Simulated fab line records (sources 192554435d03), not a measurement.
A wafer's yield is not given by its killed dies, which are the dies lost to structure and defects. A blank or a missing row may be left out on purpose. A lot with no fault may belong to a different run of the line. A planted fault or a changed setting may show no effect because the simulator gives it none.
Split-lot experiment | flow n5-finfet | 39 wafers read from 7 lots, route of 1938 steps

## ON THE SPLIT
At N5_BEOL_M7_TRENCH_ETCH_37 (etches SiCOH lowk in C4F6/O2, target depth 93.478 nm, time 31.2 s), the setting time-s was moved away from the recipe's 31.2 s on 15 of the 39 wafers read, by -45.5% to +33.4%. This setting was run at the recipe's value on the other wafers.

## FROM THE SPLIT TO THE READING: what the file shows between them, 8 steps
- N5_BEOL_M7_ETCH_41: etches SiCN in CH3F/O2, target depth 31.9 nm, time 57.8 s
- N5_BEOL_M7_STRIP_80: strips in N2/H2, time 10 s
- N5_BEOL_M7_OCD_MEAS_38
- N5_BEOL_M7_HM_STRIP_39: strips TiN in peroxide tin strip, target depth 25 nm, time 158 s
- N5_BEOL_M7_SRD_40: time 30 s
- N5_BEOL_M7_ECD_50: material Cu, target thk 300 nm
- N5_BEOL_M7_ANNEAL_51: time 90 s
- N5_BEOL_M7_CMP_52: polishes, stops on SiCOH lowk, t overpolish 6.9 s, target thk 80 nm

## THE READING
M7_THK, in nm, at N5_BEOL_M7_THK_MEAS_53 (measures by xrf). On this fab line, fault-free wafers typically give 78.6 nm with a standard deviation of 1.7 nm.

wafer  | tool, chamber at the split | time-s as run, s | against the recipe | M7_THK, nm | against lot-mates on the recipe
L083.1 | rie-diel-05, 2             | 31.2             | recipe             | 77.5       | -
L083.2 | rie-diel-05, 1             | 31.2             | recipe             | 78.4       | -
L083.3 | rie-diel-05, 3             | 36.31            | +16.4%             | 91.8       | +13.6
L083.4 | rie-diel-05, 0             | 36.31            | +16.4%             | 94.4       | +16.2
L083.5 | rie-diel-05, 0             | 31.2             | recipe             | 78.7       | -
L083.6 | rie-diel-05, 1             | 36.31            | +16.4%             | 95.0       | +16.8
L087.1 | rie-diel-01, 3             | 31.2             | recipe             | 82.1       | -
L087.3 | rie-diel-01, 2             | 31.2             | recipe             | 78.7       | -
L087.4 | rie-diel-01, 0             | 31.2             | recipe             | 81.8       | -
L089.1 | rie-diel-01, 0             | 41.13            | +31.8%             | 108.5      | +29.6
L089.2 | rie-diel-01, 3             | 41.13            | +31.8%             | 108.0      | +29.1
L089.3 | rie-diel-01, 2             | 41.13            | +31.8%             | 106.5      | +27.6
L089.4 | rie-diel-01, 1             | 31.2             | recipe             | 80.0       | -
L089.5 | rie-diel-01, 2             | 31.2             | recipe             | 76.7       | -
L089.6 | rie-diel-01, 3             | 31.2             | recipe             | 80.0       | -
L091.1 | rie-diel-05, 0             | 31.2             | recipe             | 79.6       | -
L091.2 | rie-diel-05, 3             | 31.2             | recipe             | 78.4       | -
L091.3 | rie-diel-05, 2             | 31.2             | recipe             | 75.8       | -
L091.4 | rie-diel-05, 1             | 31.2             | recipe             | 79.6       | -
L091.5 | rie-diel-05, 1             | 31.2             | recipe             | 80.3       | -
L091.6 | rie-diel-05, 2             | 31.2             | recipe             | 75.4       | -
L092.1 | rie-diel-05, 0             | 31.2             | recipe             | 78.2       | -
L092.2 | rie-diel-05, 1             | 17.01            | -45.5%             | 37.1       | -40.1
L092.3 | rie-diel-05, 2             | 31.2             | recipe             | 75.9       | -
L092.4 | rie-diel-05, 3             | 31.2             | recipe             | 77.4       | -
L092.5 | rie-diel-05, 2             | 17.01            | -45.5%             | 36.3       | -40.9
L092.6 | rie-diel-05, 1             | 17.01            | -45.5%             | 37.9       | -39.3
L094.1 | rie-diel-03, 0             | 39.64            | +27.1%             | 106.3      | +28.8
L094.2 | rie-diel-03, 2             | 31.2             | recipe             | 76.5       | -
L094.3 | rie-diel-03, 3             | 31.2             | recipe             | 77.7       | -
L094.4 | rie-diel-03, 1             | 31.2             | recipe             | 78.2       | -
L094.5 | rie-diel-03, 2             | 39.64            | +27.1%             | 100.9      | +23.4
L094.6 | rie-diel-03, 1             | 39.64            | +27.1%             | 103.0      | +25.5
L095.1 | rie-diel-01, 0             | 31.2             | recipe             | 80.2       | -
L095.2 | rie-diel-01, 2             | 31.2             | recipe             | 76.7       | -
L095.3 | rie-diel-01, 1             | 41.61            | +33.4%             | 107.8      | +28.6
L095.4 | rie-diel-01, 3             | 41.61            | +33.4%             | 112.5      | +33.3
L095.5 | rie-diel-01, 1             | 41.61            | +33.4%             | 109.1      | +29.9
L095.6 | rie-diel-01, 0             | 31.2             | recipe             | 80.6       | -

FIT RESULTS
A straight line over all 39 wafers: M7_THK changes by +0.919 nm for each +1% of time-s; r = +1.00; the points scatter about the line by 1.8 nm.
The same after taking each lot's own level away (the mean of its wafers on the recipe; 39 wafers): +0.904 nm for each +1%; r = +1.00; scatter 1.6 nm.
That fit puts the effect of the largest move of time-s on the reading at 41 nm.
Across the lots, their own levels run from 77.17 to 80.87 nm, a range of 2.2 times the standard deviation given above.
The two slopes are in agreement: the lot-to-lot level therefore moves the slope only a little.
Check: for one of the wafers moved furthest among these (-45.5%), held out of the fit, the line's prediction against its lot-mates is -41 nm. It came out at -40.1 nm against them.

## THE WHOLE CHAIN: every reading that the file lists as answering this split, in the file's order
step                      | what it does                                                        | reading                                                                          | change (the file's fit)                                                              | r (the file's)
N5_BEOL_M7_TRENCH_ETCH_37 | etches SiCOH lowk in C4F6/O2, target depth 93.478 nm, time 31.2 s   | BEOL_M7.feature-depth-nm (the simulator's own value, which no gauge read)        | +0.95 nm for each +1% of the setting                                                 | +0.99
N5_BEOL_M7_TRENCH_ETCH_37 | etches SiCOH lowk in C4F6/O2, target depth 93.478 nm, time 31.2 s   | etch.depth-nm (the simulator's own value, which no gauge read)                   | +0.95 nm for each +1% of the setting                                                 | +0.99
N5_BEOL_M7_TRENCH_ETCH_37 | etches SiCOH lowk in C4F6/O2, target depth 93.478 nm, time 31.2 s   | TiN_of_BEOL_M7_HM_DEP_02.thk-nm (the simulator's own value, which no gauge read) | -0.0267 nm for each +1% of the setting                                               | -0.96
N5_BEOL_M7_OCD_MEAS_38    |                                                                     | trench-depth-nm                                                                  | +0.944 nm for each +1% of the setting                                                | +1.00
N5_BEOL_M7_CMP_52         | polishes, stops on SiCOH lowk, t overpolish 6.9 s, target thk 80 nm | Cu_of_BEOL_M7_ECD_50.thk-nm (the simulator's own value, which no gauge read)     | +0.933 nm for each +1% of the setting                                                | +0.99
N5_BEOL_M7_THK_MEAS_53    | measures by xrf                                                     | M7_THK                                                                           | +0.908 for each +1% of the setting                                                   | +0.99
N5_BEOL_M7_RS_MEAS_57     | measures by four-point-probe                                        | M7_RS                                                                            | not straight: 0.717 at the lowest setting, 0.284 at the recipe, 0.191 at the highest | not given

## FILE'S OWN FIT
M7_THK changes by +0.908 nm for each +1% of time-s, r = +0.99.
